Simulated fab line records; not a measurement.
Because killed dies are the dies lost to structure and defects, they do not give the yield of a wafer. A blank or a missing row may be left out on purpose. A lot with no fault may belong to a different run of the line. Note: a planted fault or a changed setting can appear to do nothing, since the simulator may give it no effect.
Chamber matching | flow nandHarc | 3 sister chambers for NHARC_P_GATE_ETCH_104 on rieDiel-12
The step etches the open film in CF4/CHF3, target depth 60 nm. 6 wafers are shown with their chamber, then 6 later ones without.

== WAFERS PAIRED WITH THEIR CHAMBERS ==
wafer  | chamber | drypumpMotorCurrentA (A) | rfVppV (V)
L998.1 | 2       | 5.2                      | 371.3
L999.2 | 0       | 5.7                      | 369.8
L999.3 | 3       | 6.1                      | 371.4
L999.5 | 2       | 5.2                      | 369.6
L103.2 | 0       | 5.7                      | 369.7
L103.4 | 3       | 6.0                      | 371.1

== WAFERS WITHOUT THEIR CHAMBER ==
wafer  | drypumpMotorCurrentA (A) | rfVppV (V)
L103.5 | 5.7                      | 369.7
L104.4 | 5.7                      | 369.4
L104.6 | 6.0                      | 374.3
L105.3 | 5.7                      | 369.8
L105.5 | 6.1                      | 371.7
L105.6 | 5.7                      | 369.4

== WHICH CHAMBER EACH WENT THROUGH ==
wafer  | from the rows above | in truth
L103.5 | 0                   | 0
L104.4 | 0                   | 0
L104.6 | 3                   | 3
L105.3 | 0                   | 0
L105.5 | 3                   | 3
L105.6 | 0                   | 0
6 of 6 placed correctly. Number that these rows cannot place: 0. 0 placed wrongly.
How it was worked out, from the rows above alone: a wafer's distance from a chamber is the root of the sum, over the readings, of the square of ((its reading less the chamber's mean) divided by the reading's scatter). If the next closest chamber is less than 2 further off than the closest, the wafer can't be placed; otherwise it belongs to the closest. For every chamber, the mean is computed from those of its wafers that are shown. The scatter: take each reading less its chamber's mean, square it, sum over the shown wafers, divide by the number of wafers less the number of chambers, and take the root.
